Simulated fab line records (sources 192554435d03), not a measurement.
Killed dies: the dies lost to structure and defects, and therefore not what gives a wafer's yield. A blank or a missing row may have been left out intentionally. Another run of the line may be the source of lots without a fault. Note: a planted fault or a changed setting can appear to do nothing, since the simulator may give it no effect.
A lot that was struck, set against a sound lot | flow n5 finfet | 36 out of 1938 route steps
Sound: wafers L945.1, L945.3, L945.6. Struck: wafer L959.1 (L959.2, L959.4, from the same lot, were not struck and are left out); the cause is given at the end.
Order at every step that has rows: each side's tool, ch and its chambers, its first start. Under that, the readings that differ: sound wafers | struck wafers | difference of the means | sigmas: that difference in standard deviations of wafers without a fault.
alike: same words and numbers on both sides, and readings whose means sit less than 2 such deviations apart. not compared: any withheld reading, any reading some wafer has no value for, any bound like >300 that may hide the same value, and any number with overlapping values for which the record gives no deviation.
A row with sigmas, a row that says differs or no value, or rows on one side alone: a step with any of these is where the two part. Numbers that have no deviation but don't overlap get no sigmas and don't part them. A reading that every wafer of one side lacks parts them only if that side has two wafers or more.

first, 9 steps without rows for these wafers: N5_BEOL_M4_ANNEAL_95 (time 240 s); N5_BEOL_M4_SPUTTER_96 (material Cu, target thk 4.5 nm, time 8.29 s); N5_BEOL_M4_ECD_50 (material Cu, target thk 300 nm); N5_BEOL_M4_ANNEAL_51 (time 90 s); N5_BEOL_M4_CMP_52 (polishes, stops on SiOC, t overpolish 6.8 s, target thk 40 nm); N5_BEOL_M4_PRE_CLEAN_60 (time 15 s); N5_BEOL_M4_CO_CAP_55 (material Co, precursor CCTBA/H2, target thk 2 nm, time 102.1 s); N5_BEOL_M4_PRE_CLEAN_56 (time 15 s); N5_BEOL_M4_DEP_57 (deposits SiCN from 3MS/NH3, target thk 8 nm, time 14 s).
N5_BEOL_M4_RC_MEAS_101:
  sound on prober-02 ch 0, day 10 15:45; struck on prober-01 ch 0, day 14 02:22
  alike: DIBL_N, DIBL_P, IOFF_N, IOFF_P, ION_N, ION_P, SS_N, SS_P, VT_N, VT_P
then, 24 steps without rows for these wafers: N5_BEOL_M5_ILD_DEP_00 (deposits SiCOH lowk from DEMS/porogen, target thk 140.64 nm, time 25.9 s); N5_BEOL_M5_CURE_79 (cures SiCOH lowk, time 240 s); N5_BEOL_M5_PECVD_70 (deposits SiO2 from TEOS/O2, target thk 16 nm, time 18 s); N5_BEOL_M5_HM_DEP_02 (deposits TiN, target thk 20 nm); N5_BEOL_M5_COAT_59 (time 60 s, resist thk 60 nm); N5_BEOL_M5_COAT_60 (time 60 s, resist thk 12 nm); N5_BEOL_M5_COAT_71 (time 60 s, resist thk 5 nm); N5_BEOL_M5_COAT_05 (resist thk 30 nm); N5_BEOL_M5_EBR_07; N5_BEOL_M5_SOFTBAKE_06 (time 60 s); N5_BEOL_M5_EXPOSE_08 (exposes mask M5, target cd 28 nm); N5_BEOL_M5_PEB_09 (peb time 60 s); N5_BEOL_M5_DEVELOP_10 (develop time 30 s); N5_BEOL_M5_DESCUM_16 (chemistry O2, time 7 s); N5_BEOL_M5_ETCH_72 (etches underlayer in N2/H2, target depth 6.5 nm, time 5.2 s); N5_BEOL_M5_ETCH_61 (etches SiARC in CF4, target depth 15.6 nm, time 26 s); N5_BEOL_M5_ETCH_62 (etches SOC in N2/H2, target depth 75 nm, overetch 15 nm, time 112.5 s); N5_BEOL_M5_STRIP_63 (strips in N2/H2); N5_BEOL_M5_STRIP_73 (strips in N2/H2); N5_BEOL_M5_STRIP_64 (strips in CF4); N5_BEOL_M5_HM_OPEN_17 (chemistry Cl2/BCl3, target TiN, target depth 20 nm, overetch 6 nm); N5_BEOL_M5_STRIP_19 (strips in O2); N5_BEOL_M5_COAT_65 (time 60 s, resist thk 60 nm); N5_BEOL_M5_COAT_66 (time 60 s, resist thk 12 nm).
-- a jump in the record: the struck wafers' starts before and after are 2 days apart (it breaks off in module BEOL_M5 and resumes in module BEOL_M9, where the first step shown is number 1440 of the route) --
N5_BEOL_M9_ETCH_66: etches SOC in N2/H2, target depth 80 nm, overetch 16 nm, time 120 s.
  sound on rie diel-03 ch 2,3, day 12 14:32; struck on rie diel-05 ch 1, day 16 13:49
  reading                                    | sound             | struck | difference | sigmas
  rf vpp V (V)                               | 520.7 521.1 520.7 | 527.3  | +6.5       | +3
  showerhead plenum p Torr (Torr)            | 2.43 2.41 2.41    | 2.63   | +0.21      | +2
  model.SiARC_of_BEOL_M9_COAT_64.thk nm (nm) | 6.4 6.4 6.2       | 8.4    | +2.1       |
  alike: drypump motor current A, n2 flow sccm, oes product au, throttle valve pct
  not compared: rf hours counter h
-- record jumps: 3 days separate the struck wafers' starts on either side; left off in module BEOL_M9, taken up again in module PASSIVATION, whose first shown step is the route's number 1936 --
N5_PASSIVATION_PROBE_49:
  record: rows for the struck wafers here (prober-01, day 19 10:38), none for the sound ones

WHERE THEY PART
Earliest at N5_BEOL_M9_ETCH_66; latest, in this record, at N5_PASSIVATION_PROBE_49.

WHY: whatever the simulator had introduced
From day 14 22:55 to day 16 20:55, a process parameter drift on rie diel-05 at N5_BEOL_M9_ETCH_66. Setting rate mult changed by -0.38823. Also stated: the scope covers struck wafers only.
